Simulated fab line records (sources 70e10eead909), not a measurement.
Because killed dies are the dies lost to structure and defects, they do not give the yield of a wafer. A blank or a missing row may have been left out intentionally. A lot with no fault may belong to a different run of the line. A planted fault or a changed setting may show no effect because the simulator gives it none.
Struck lot and sound lot, side by side | flow nand harc | 20 out of 1302 route steps
Sound: the wafers L840.1, L840.2, L840.4. Wafers L841.3, L841.5, L841.6 were the ones struck. Last of all comes the cause.
For every step that has rows: the tool of each side, followed by ch and its chambers, followed by its first start. Under that, the readings that differ: sound wafers | struck wafers | difference of the means | sigmas: that difference in standard deviations of wafers without a fault.
alike: same words and numbers on both sides, and readings whose means sit less than 2 such deviations apart. not compared: any withheld reading, any reading some wafer has no value for, any bound like >300 that may hide the same value, and any number with overlapping values for which the record gives no deviation.
Wherever a step has rows on one side only, a row that says differs or no value, or a row with sigmas, the two part there. Non-overlapping numbers with no deviation appear without sigmas and do not part them. A reading that every wafer of one side lacks parts them only if that side has two wafers or more.

NHARC_P_ZERO_WELL_CD_MEAS_37: target cd 720 nm.
  sound on cd sem-02 ch 0, day 5 08:02; struck on cd sem-03 ch 0, day 5 18:07
  alike: cd nm
then, 1 step without rows for these wafers: NHARC_P_ZERO_WELL_HARDBAKE_38 (time 80 s).
NHARC_P_ZERO_WELL_DESCUM_39: chemistry O2, time 3 s.
  sound on rie diel-06 ch 0,2,3, day 5 08:12; struck on rie diel-06 ch 1,2,3, day 5 18:17
  alike: drypump motor current A, oes product au, rf vpp V, showerhead plenum p Torr, throttle valve pct
  not compared: rf hours counter h
then, 9 steps without rows for these wafers: NHARC_P_ZERO_WELL_IMPLANT_40; NHARC_P_ZERO_WELL_IMPLANT_59; NHARC_P_ZERO_WELL_IMPLANT_60; NHARC_P_ZERO_WELL_STRIP_41 (strips in SPM, time 840 s); NHARC_P_ZERO_WELL_DEHYDRATE_44 (time 120 s); NHARC_P_ZERO_WELL_HMDS_45 (time 30 s); NHARC_P_ZERO_WELL_COAT_46; NHARC_P_ZERO_WELL_SOFTBAKE_47 (time 95 s); NHARC_P_ZERO_WELL_EBR_48.
NHARC_P_ZERO_WELL_EXPOSE_49: exposes mask P HVPW, target cd 2000 nm.
  sound on krf scanner-04 ch 0, day 5 09:23; struck on krf scanner-02 ch 0, day 5 19:35
  reading | sound                      | struck                              | difference | sigmas
  mask    | P_HVPW#0 P_HVPW#0 P_HVPW#0 | P_HVPW_R1#0 P_HVPW_R1#0 P_HVPW_R1#0 | differs    |
  alike: focus offset nm, reticle temp C
then, 2 steps without rows for these wafers: NHARC_P_ZERO_WELL_PEB_50 (peb time 85 s); NHARC_P_ZERO_WELL_DEVELOP_51 (time 70 s).
NHARC_P_ZERO_WELL_CD_MEAS_52: target cd 2000 nm.
  sound on cd sem-03 ch 0, day 5 09:32; struck on cd sem-03 ch 0, day 5 19:44
  reading    | sound                | struck               | difference | sigmas
  cd nm (nm) | 2000.6 1994.4 1996.7 | 1894.2 1894.8 1896.2 | -102.2     | -44
then, 1 step without rows for these wafers: NHARC_P_ZERO_WELL_HARDBAKE_53 (time 80 s).
NHARC_P_ZERO_WELL_DESCUM_54: chemistry O2, time 3 s.
  sound on rie diel-06 ch 0,1,3, day 5 09:42; struck on rie diel-06 ch 2,3, day 5 19:54
  reading                      | sound          | struck         | difference | sigmas
  model.P_ZERO_WELL.cd nm (nm) | 2001 1994 1997 | 1895 1895 1897 | -102       |
  alike: drypump motor current A, oes product au, rf vpp V, showerhead plenum p Torr, throttle valve pct
  not compared: rf hours counter h
next, for these wafers, 1 step has no rows: NHARC_P_ZERO_WELL_IMPLANT_55.
-- the record jumps here: 22 days lie between the struck wafers' starts before and after (it left off in module P_ZERO_WELL and takes up again in module END, whose first step shown is number 1302 of the route) --
NHARC_END_SORT_01:
  at this point the record logs the struck wafers (prober-01 ch 0, day 28 02:10) and has no rows for the sound ones

WHERE THEY PART
Last at NHARC_END_SORT_01 as far as this record goes, first at NHARC_P_ZERO_WELL_EXPOSE_49.

WHY: what had been put in by the simulator
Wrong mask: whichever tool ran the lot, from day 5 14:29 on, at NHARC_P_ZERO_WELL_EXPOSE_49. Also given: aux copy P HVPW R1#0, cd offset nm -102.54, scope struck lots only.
